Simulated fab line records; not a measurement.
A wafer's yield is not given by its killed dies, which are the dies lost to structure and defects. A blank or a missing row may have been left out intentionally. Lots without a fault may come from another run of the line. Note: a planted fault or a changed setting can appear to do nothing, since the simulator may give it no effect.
Split-lot study + flow n5_finfet + on a route of 1938 steps: 7 lots, 21 wafers read

## ON THE SPLIT
At N5_BEOL_M8_TRENCH_ETCH_37 (etches SiCOH lowk in C4F6/O2, target depth 93.478 nm, time 31.2 s), the setting bias_w was moved away from the recipe's 185 W on 6 of the 21 wafers read, by -17.5% to +7.3%. All remaining wafers had this setting at the recipe value.

The split's own step is where the reading is taken.

## THE READING
rf_vpp_V, in V, at N5_BEOL_M8_TRENCH_ETCH_37 (etches SiCOH lowk in C4F6/O2, target depth 93.478 nm, time 31.2 s). Typical for fault-free wafers on this fab line: 665 V, with standard deviation 7.4 V.

| wafer  | tool, chamber at the split | bias_w as run, W | against the recipe | rf_vpp_V, V | against lot-mates on the recipe |
|--------|----------------------------|------------------|--------------------|-------------|---------------------------------|
| L079.1 | rie_diel-03, 2             | 154.8            | -16.3%             | 576         | -97                             |
| L079.2 | rie_diel-03, 3             | 185              | recipe             | 673         | -                               |
| L079.5 | rie_diel-03, 0             | 154.8            | -16.3%             | 571         | -102                            |
| L081.1 | rie_diel-04, 1             | 185              | recipe             | 669         | -                               |
| L081.4 | rie_diel-04, 1             | 185              | recipe             | 668         | -                               |
| L081.5 | rie_diel-04, 3             | 185              | recipe             | 654         | -                               |
| L082.2 | rie_diel-03, 2             | 152.6            | -17.5%             | 568         | -94                             |
| L082.4 | rie_diel-03, 2             | 185              | recipe             | 665         | -                               |
| L082.5 | rie_diel-03, 0             | 185              | recipe             | 658         | -                               |
| L086.1 | rie_diel-01, 3             | 185              | recipe             | 662         | -                               |
| L086.5 | rie_diel-01, 2             | 185              | recipe             | 667         | -                               |
| L086.6 | rie_diel-01, 3             | 185              | recipe             | 662         | -                               |
| L087.1 | rie_diel-04, 0             | 185              | recipe             | 669         | -                               |
| L087.2 | rie_diel-04, 2             | 185              | recipe             | 651         | -                               |
| L087.5 | rie_diel-04, 1             | 185              | recipe             | 668         | -                               |
| L090.1 | rie_diel-03, 2             | 185              | recipe             | 664         | -                               |
| L090.5 | rie_diel-03, 0             | 185              | recipe             | 657         | -                               |
| L090.6 | rie_diel-03, 1             | 185              | recipe             | 668         | -                               |
| L096.2 | rie_diel-01, 0             | 198.5            | +7.3%              | 719         | no lot-mate on the recipe       |
| L096.5 | rie_diel-01, 2             | 198.5            | +7.3%              | 707         | no lot-mate on the recipe       |
| L096.6 | rie_diel-01, 3             | 198.5            | +7.3%              | 698         | no lot-mate on the recipe       |

THE FIT
A straight line over all 21 wafers: rf_vpp_V changes by +5.61 V for each +1% of bias_w; r = +0.99; the points scatter about the line by 6.6 V.
The same after taking each lot's own level away (the mean of its wafers on the recipe; 18 wafers): +5.82 V for each +1%; r = +0.99; scatter 6 V.
That fit puts the effect of the largest move of bias_w on the reading at 1e+02 V.
The lots' own levels span 661.5 to 673.0 V, that is 1.6 times the standard deviation above.
Consequently the slope shifts little with the lot-to-lot level, the two slopes agreeing.
Check: with one of the wafers moved furthest among these (-17.5%) left out of the fit, the line predicts -107 V for it against its lot-mates. Against them it came out at -93.5 V.
Tool readings at the split's step, against how far the setting was moved: rf_vpp_V r = +0.99.

## THESE WAFERS: OTHER SPLITS
Before the reading, these wafers also passed through other splits. Each is held against what the fit with the lots' levels taken away leaves over:
| other split on the same wafers   | wafers away from the commonest value | r with rf_vpp_V (lot level and that fit taken away) |
|----------------------------------|--------------------------------------|-----------------------------------------------------|
| N5_BEOL_M5_COAT_05 spin_rpm      | 7                                    | +0.06                                               |
| N5_BEOL_M5_ETCH_72 bias_w        | 6                                    | +0.18                                               |
| N5_BEOL_M5_TRENCH_ETCH_37 bias_w | 7                                    | +0.10                                               |
| N5_BEOL_M5_ETCH_41 source_w      | 6                                    | +0.54                                               |
| N5_BEOL_M7_COAT_05 spin_rpm      | 5                                    | +0.05                                               |
| N5_BEOL_M8_COAT_59 spin_rpm      | 6                                    | +0.06                                               |

## THE WHOLE CHAIN: every reading that the file lists as answering this split, in the file's order
| step                      | what it does                                                      | reading                                                                   | change (the file's fit)               | r (the file's) |
|---------------------------|-------------------------------------------------------------------|---------------------------------------------------------------------------|---------------------------------------|----------------|
| N5_BEOL_M8_TRENCH_ETCH_37 | etches SiCOH lowk in C4F6/O2, target depth 93.478 nm, time 31.2 s | rf_vpp_V                                                                  | +5.69 V for each +1% of the setting   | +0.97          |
| N5_BEOL_M8_TRENCH_ETCH_37 | etches SiCOH lowk in C4F6/O2, target depth 93.478 nm, time 31.2 s | etch.depth_nm (the simulator's own value, which no gauge read)            | +0.461 nm for each +1% of the setting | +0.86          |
| N5_BEOL_M8_TRENCH_ETCH_37 | etches SiCOH lowk in C4F6/O2, target depth 93.478 nm, time 31.2 s | BEOL_M8.feature_depth_nm (the simulator's own value, which no gauge read) | +0.461 nm for each +1% of the setting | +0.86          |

## FILE'S OWN FIT
rf_vpp_V changes by +5.69 V for each +1% of bias_w, r = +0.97.
